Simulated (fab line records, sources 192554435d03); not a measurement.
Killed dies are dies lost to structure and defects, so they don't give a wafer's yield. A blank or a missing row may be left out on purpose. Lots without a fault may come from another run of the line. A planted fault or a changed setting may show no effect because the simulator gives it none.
fab line records | flow n5_finfet
record lots=10 wafers=28 last_day=20
route steps=1938 shown BEOL_M9@1438 PASSIVATION@1936
lots that met no fault: from a run of the same line without faults
start_h: hours from the record's first day to the start of the lot's first wafer shown | wait_h: hours since the lot's step before | " the same as in the row above | L1.1+2: a row that stands for several wafers | - no value, or no start given | * or withheld: withheld | < > ~ a bound
route shown NAME@n: a module of which the file shows steps, and the number in the route of the first | usual: mean/standard deviation of fault-free wafers | same: alike in all rows | chamber/n: place in a boat | sites: the reading at each site | _std_site: their standard deviation | _edge_site: outer sites' mean less inner sites' | radius_mm: how far each site lies from the wafer's centre | mask NAME#n: copy n | behind: the tool/chamber that last shaped the wafer | hold: why the lot was held/for how many hours/how that ended | device: the transistor (n, p or np) that didn't switch | end of line: the same wafers' tests at the end of the route | a step without rows: its recipe alone | killed: dies lost to structure and defects at the first sort, not the wafer's yield | map: a wafer's dies, x killed, . not, _ none there
set.NAME: the setting as run; set.NAME@STEP: as run at that earlier step | model.NAME: the simulator's own value behind a step, which no gauge read
steps of the route over a sample of lots; a table a step, a row a wafer
services: from which hour (start_h, from the record's first day; less than 0 if before it) a tool's chamber was out of use, for how many hours, and why
## steps
# step N5_BEOL_M9_ETCH_76
# recipe chemistry=N2/H2 target=underlayer target_depth_a=65 mask_material=CAR-EUV time_s=5.2 ion_energy_ev=200 pressure_mtorr=30 source_w=840 bias_w=150 n2_flow_sccm=200 h2_flow_sccm=200 ends=cleared
# usual drypump_motor_current_A=5.6/0.35 etch_rf_on_time_s=5.21/0.2 oes_product_au=0.66/0.059 rf_fwd_power_W=819.5/2.3 rf_vpp_V=523.6/2.9 showerhead_plenum_p_Torr=2.53/0.089 throttle_valve_pct=17.85/0.22
# columns lot.wafer tool chamber start_h wait_h drypump_motor_current_A etch_rf_on_time_s oes_product_au rf_fwd_power_W rf_hours_counter_h rf_vpp_V showerhead_plenum_p_Torr throttle_valve_pct
L807.2 rie_diel-06 3 244.90 0.0 5.8 5.19 0.59 821.0 212 523.5 2.51 17.97
L807.3 " 1 " " 5.4 5.16 0.70 822.8 80 524.0 2.55 17.64
L807.5 " 0 " " 5.5 5.16 0.77 821.7 - 520.4 2.49 17.54
L811.1 rie_diel-03 0 267.54 0.0 6.0 5.44 0.71 817.8 58 525.1 2.62 18.09
L811.3 " 2 " " 5.4 5.19 0.57 821.8 243 524.9 2.60 17.96
L811.6 " 3 " " 4.9 5.10 0.64 823.3 - 525.0 2.63 18.25
L809.4 rie_diel-03 1 270.75 0.0 6.4 5.23 0.64 818.0 178 523.7 2.52 17.75
L809.5 " 1 " " 6.5 5.23 0.64 819.5 - 524.6 2.52 17.79
L816.2 rie_diel-06 2 291.25 0.0 5.9 5.33 0.65 820.7 134 518.8 2.35 17.97
L816.6 " 0 " " 5.5 5.25 0.75 821.2 - 520.4 2.48 17.55
L815.2 rie_diel-06 3 294.85 0.0 5.8 5.24 0.58 820.1 227 523.0 2.51 17.99
L815.4 " 0 " " 5.5 5.22 0.74 819.7 49 520.7 2.48 17.54
L815.5 " 1 " " 5.4 5.18 0.69 817.5 - 523.5 2.55 17.72
L814.2 rie_diel-02 3 312.33 0.0 5.7 5.59 0.60 820.0 236 520.7 2.39 17.97
L814.3 " 0 " " 5.5 5.34 0.65 817.5 139 518.9 2.46 17.93
L814.4 " 2 " " 5.5 4.98 0.63 819.3 218 523.1 2.49 17.88
L824.1 rie_diel-02 2 347.32 0.0 5.5 4.91 0.62 816.0 231 524.7 2.49 17.92
L824.4 " 0 " " 5.5 5.31 0.66 821.2 150 520.1 2.46 17.90
L824.5 " 1 " " 5.4 4.85 0.69 821.8 - 527.0 2.65 17.65
L825.1 rie_diel-03 1 363.91 0.0 6.5 5.12 0.63 819.7 207 523.2 2.51 17.84
L825.3 " 3 " " 4.9 5.14 0.61 818.8 224 527.2 2.62 18.32
L825.5 " 2 " " 5.4 5.07 0.78 822.8 - 526.3 2.59 17.48
L823.1 rie_diel-06 0 369.47 0.0 5.5 5.27 0.71 819.6 76 522.6 2.47 17.60
L823.3 " 1 " " 5.4 5.26 0.67 820.6 121 523.5 2.54 17.73
L823.5 " 3 " " 5.8 5.20 0.57 818.3 - 521.7 2.50 18.04
L830.1 rie_diel-02 2 395.54 0.0 5.5 4.97 0.62 821.3 248 522.2 2.48 17.93
L830.4 " 1 " " 5.4 4.85 0.68 819.3 133 526.3 2.65 17.69
L830.6 " 2 " " 5.5 4.95 0.61 816.1 - 522.2 2.48 17.94
# step N5_BEOL_M9_ETCH_66
# recipe chemistry=N2/H2 target=SOC target_depth_a=800 overetch_a=160 mask_material=SiARC temp_c=40 time_s=120 ion_energy_ev=200 pressure_mtorr=30 source_w=840 bias_w=150 n2_flow_sccm=200 h2_flow_sccm=200
# usual drypump_motor_current_A=5.6/0.35 oes_product_au=0.59/0.053 rf_fwd_power_W=835.0/2.8 rf_vpp_V=523.6/2.5 showerhead_plenum_p_Torr=2.53/0.089 throttle_valve_pct=17.81/0.22
# columns lot.wafer tool chamber start_h wait_h drypump_motor_current_A oes_product_au rf_fwd_power_W rf_hours_counter_h rf_vpp_V showerhead_plenum_p_Torr throttle_valve_pct
L807.2 rie_diel-06 3 244.94 0.0 5.8 0.53 838.0 212 522.8 2.51 17.93
L807.3 " 1 " " 5.4 0.63 829.4 80 522.9 2.55 17.62
L807.5 " 0 " " 5.5 0.68 836.7 - 521.7 2.49 17.48
L811.1 rie_diel-03 0 267.59 0.0 6.0 0.64 838.7 58 526.3 2.62 18.05
L811.3 " 2 " " 5.4 0.52 835.5 243 524.9 2.60 17.92
L811.6 " 3 " " 4.9 0.57 832.6 - 526.6 2.63 18.23
L809.4 rie_diel-03 1 270.79 0.0 6.5 0.58 838.8 178 523.1 2.52 17.75
L809.5 " 1 " " 6.5 0.57 836.1 - 524.6 2.52 17.74
L816.2 rie_diel-06 2 291.29 0.0 5.8 0.59 839.9 134 518.5 2.35 17.95
L816.6 " 0 " " 5.5 0.67 835.7 - 522.2 2.48 17.52
L815.2 rie_diel-06 3 294.90 0.0 5.8 0.52 837.0 227 523.2 2.51 17.96
L815.4 " 0 " " 5.5 0.67 831.1 49 522.6 2.48 17.52
L815.5 " 1 " " 5.4 0.63 825.8 - 524.4 2.55 17.65
L814.2 rie_diel-02 3 312.38 0.0 5.6 0.55 842.1 236 519.9 2.39 17.93
L814.3 " 0 " " 5.5 0.59 837.8 139 521.8 2.46 17.88
L814.4 " 2 " " 5.5 0.55 833.4 218 521.9 2.49 17.83
L824.1 rie_diel-02 2 347.37 0.0 5.5 0.54 835.1 231 523.4 2.49 17.85
L824.4 " 0 " " 5.5 0.59 827.3 150 520.8 2.46 17.89
L824.5 " 1 " " 5.4 0.60 833.2 - 528.1 2.65 17.59
L825.1 rie_diel-03 1 363.96 0.0 6.5 0.56 835.0 207 523.4 2.51 17.80
L825.3 " 3 " " 4.9 0.54 835.6 224 525.4 2.62 18.28
L825.5 " 2 " " 5.4 0.68 836.9 - 524.8 2.59 17.42
L823.1 rie_diel-06 0 369.52 0.0 5.5 0.64 833.8 76 522.1 2.47 17.55
L823.3 " 1 " " 5.4 0.60 831.2 121 524.1 2.54 17.71
L823.5 " 3 " " 5.8 0.51 835.0 - 521.8 2.50 18.01
L830.1 rie_diel-02 2 395.58 0.0 5.5 0.53 833.3 248 524.6 2.48 17.91
L830.4 " 1 " " 5.4 0.59 835.8 133 526.8 2.65 17.62
L830.6 " 2 " " 5.5 0.53 835.0 - 522.5 2.48 17.89
# step N5_BEOL_M9_STRIP_36
# recipe chemistry=N2/H2 power_w=450 temp_c=40 pressure_mtorr=20 rf_frequency_hz=6e+07 overash_fraction=0.3 bias_power_w=7 h2_frac=0.5 n2_flow_sccm=200 h2_flow_sccm=200
# usual drypump_motor_current_A=5.6/0.35 oes_product_au=0.78/0.074 rf_vpp_V=59.2/1.5 showerhead_plenum_p_Torr=2.53/0.089 throttle_valve_pct=23.6/0.31
# columns lot.wafer tool chamber start_h wait_h drypump_motor_current_A oes_product_au rf_hours_counter_h rf_vpp_V showerhead_plenum_p_Torr throttle_valve_pct
L807.2 rie_diel-06 3 245.10 0.0 5.8 0.70 212 56.2 2.51 23.6
L807.3 " 1 " " 5.4 0.84 80 61.5 2.55 23.3
L807.5 " 0 " " 5.5 0.91 - 59.2 2.48 23.4
L811.1 rie_diel-03 0 267.75 0.0 6.0 0.85 58 59.0 2.61 24.2
L811.3 " 2 " " 5.4 0.66 243 60.5 2.59 23.8
L811.6 " 3 " " 4.9 0.74 - 58.5 2.63 24.2
L809.4 rie_diel-03 1 270.95 0.0 6.5 0.77 178 61.8 2.52 23.4
L809.5 " 1 " " 6.5 0.75 - 60.6 2.52 23.4
L816.2 rie_diel-06 2 291.46 0.0 5.9 0.78 134 57.9 2.35 23.9
L816.6 " 0 " " 5.5 0.86 - 56.0 2.48 23.4
L815.2 rie_diel-06 3 295.06 0.0 5.8 0.68 227 55.7 2.50 23.6
L815.4 " 0 " " 5.5 0.87 49 59.8 2.48 23.4
L815.5 " 1 " " 5.4 0.84 - 61.7 2.54 23.3
L814.2 rie_diel-02 3 312.54 0.0 5.7 0.71 236 58.2 2.39 23.6
L814.3 " 0 " " 5.6 0.79 139 57.5 2.46 23.7
L814.4 " 2 " " 5.5 0.70 218 60.0 2.49 23.6
L824.1 rie_diel-02 2 347.53 0.0 5.5 0.68 231 58.3 2.49 23.6
L824.4 " 0 " " 5.5 0.77 150 57.6 2.45 23.8
L824.5 " 1 " " 5.5 0.80 - 59.1 2.65 23.4
L825.1 rie_diel-03 1 364.12 0.0 6.5 0.73 207 57.1 2.51 23.4
L825.3 " 3 " " 4.9 0.71 225 60.4 2.61 24.2
L825.5 " 2 " " 5.4 0.89 - 60.9 2.59 23.2
L823.1 rie_diel-06 0 369.68 0.0 5.5 0.83 76 59.0 2.47 23.4
L823.3 " 1 " " 5.4 0.80 121 57.9 2.53 23.3
L823.5 " 3 " " 5.8 0.67 - 59.5 2.49 23.7
L830.1 rie_diel-02 2 395.75 0.0 5.5 0.69 248 59.1 2.48 23.7
L830.4 " 1 " " 5.4 0.79 133 59.0 2.64 23.4
L830.6 " 2 " " 5.5 0.68 - 58.4 2.48 23.6
# step N5_BEOL_M9_PRE_CLEAN_55
# recipe gas=NH3 time_s=15 temp_c=withheld rf_power_w=300
# usual rf_fwd_power_W=295.2/1.8
# columns lot.wafer tool chamber start_h wait_h rf_fwd_power_W
L807.2 pecvd-02 2 247.99 0.0 295.4
L807.3 " 1 " " 295.6
L807.5 " 2 " " 295.6
L811.1 pecvd-03 1 270.72 0.0 292.9
L811.3 " 0 " " 296.4
L811.6 " 0 " " 296.1
L809.4 pecvd-03 1 273.74 0.0 292.6
L809.5 " 2 " " 292.5
L816.2 pecvd-01 1 294.43 0.0 295.6
L816.6 " 0 " " 298.2
L815.2 pecvd-03 0 297.51 0.0 294.8
L815.4 " 0 " " 295.5
L815.5 " 1 " " 292.3
L814.2 pecvd-03 2 315.38 0.0 291.7
L814.3 " 1 " " 266.5
L814.4 " 2 " " 291.7
L824.1 pecvd-01 1 350.43 0.0 294.3
L824.4 " 0 " " 297.7
L824.5 " 2 " " 294.9
L825.1 pecvd-02 1 366.69 0.0 297.1
L825.3 " 0 " " 296.4
L825.5 " 2 " " 294.6
L823.1 pecvd-03 0 373.28 0.0 295.6
L823.3 " 2 " " 292.8
L823.5 " 2 " " 292.8
L830.1 pecvd-01 2 402.43 0.0 296.7
L830.4 " 2 " " 295.5
L830.6 " 0 " " 297.7
# step N5_PASSIVATION_PROBE_49
# usual defect_limited_yield=91.2/1.5 killed_at_M0_to_M3=36/10 killed_at_M4_up=14/5.2 killed_at_contacts=12/6 killed_at_front_end=37/10 killed_at_other=4/3.3 killed_dies=104/18 killed_open=68/14 killed_short=34/7.4 sort_bin_4_leakage=0.01/0.04 sort_bin_5_function=5.2/1 sort_bin_6_memory=3.3/0.7 sort_bin_8_speed=0.01/0.045 sort_n_pass=1076/18 sort_yield_pct=91.2/1.5
# same gross_dies=1180 killed_at_back_side=0
# columns lot.wafer tool chamber start_h wait_h defect_limited_yield[%] killed_at_M0_to_M3 killed_at_M4_up killed_at_contacts killed_at_front_end killed_at_other killed_dies killed_open killed_short sort_bin_4_leakage[%] sort_bin_5_function[%] sort_bin_6_memory[%] sort_bin_8_speed[%] sort_n_pass sort_yield_pct[%]
L825.1 prober-02 - 439.42 0.0 89.2 50 14 10 46 8 128 91 36 0 6.9 3.6 0.08 1051 89.1
L825.3 prober-02 - 439.52 0.1 90.3 40 9 16 45 4 114 86 28 0 6.9 2.5 0 1066 90.3
L825.5 prober-02 - 439.62 0.2 91.6 46 11 7 29 6 99 68 29 0 5.3 2.5 0 1081 91.6
# killed by level:class
L825.1 BEOL_M2:geometric_particle:open=20 STI_FIN_REVEAL:geometric_particle:open=15 BEOL_M1:geometric_particle:open=11 MOL_CONTACT_COAG:geometric_particle:open=8 FIN_SAQP:geometric_particle:open=7 BEOL_M0_SAQP:geometric_particle:open=6 BEOL_M0_SAQP:geometric_particle:short=5 BEOL_M5:geometric_particle:open=5
L825.3 BEOL_M1:geometric_particle:open=15 MOL_CONTACT_COAG:geometric_particle:open=12 BEOL_M2:geometric_particle:open=11 STI_FIN_REVEAL:geometric_particle:open=10 FIN_SAQP:geometric_particle:open=9 BEOL_M3:geometric_particle:open=6 FIN_SAQP:geometric_particle:short=4 STI_FIN_REVEAL:geometric_particle:short=4
L825.5 BEOL_M0_SAQP:geometric_particle:short=8 BEOL_M1:geometric_particle:open=8 BEOL_M2:geometric_particle:open=8 BEOL_M3:geometric_particle:open=8 MOL_CONTACT_COAG:geometric_particle:open=6 BEOL_M0_SAQP:geometric_particle:open=6 FIN_SAQP:geometric_particle:open=5 GATE_CUT:geometric_particle:open=5
## services
# columns tool chamber start_h hours kind
pecvd-03 1 226.92 4.8 repair
rie_diel-02 3 230.01 2.4 repair
rie_diel-02 0 252.10 6.5 repair
pecvd-03 - 255.03 14.6 pm
pecvd-02 - 270.32 28.1 pm
pecvd-01 - 295.80 14.6 pm
pecvd-03 0 307.10 28.4 repair
rie_diel-06 2 331.76 38.5 repair
rie_diel-02 3 351.50 - clean
rie_diel-02 3 351.50 - consumable_replace:focus_ring
rie_diel-02 3 351.50 - consumable_replace:showerhead
rie_diel-02 3 351.50 17.3 scheduled_down
rie_diel-02 3 351.50 17.3 vent_cycle
pecvd-01 1 366.46 4.7 repair
rie_diel-06 3 370.23 - clean
rie_diel-06 3 370.23 - consumable_replace:focus_ring
rie_diel-06 3 370.23 16.8 scheduled_down
rie_diel-06 3 370.23 16.8 vent_cycle
rie_diel-03 - 377.95 28.1 pm
rie_diel-02 - 383.26 0.5 repair
rie_diel-02 2 402.09 - clean
rie_diel-02 2 402.09 - consumable_replace:focus_ring
rie_diel-02 2 402.09 24.7 scheduled_down
rie_diel-02 2 402.09 24.7 vent_cycle
## key
first_sign step=N5_BEOL_M9_PRE_CLEAN_55 reading=rf_fwd_power_W direction=down sigmas=16 usual=* struck=*
effect none on later readings
met_at N5_BEOL_M9_PRE_CLEAN_55
struck_lots L814
struck_wafers L814.3
not_acting_at N5_BEOL_M9_ETCH_76,N5_BEOL_M9_ETCH_66,N5_BEOL_M9_STRIP_36
onset_between 297.51 315.38
fault kind=process_parameter_drift tool=pecvd-03 chamber=1 onset_h=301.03 steps=N5_BEOL_M9_PRE_CLEAN_55 channel=rf_power_w offset=* shape=step end_h=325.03 acts_in=* stated=*
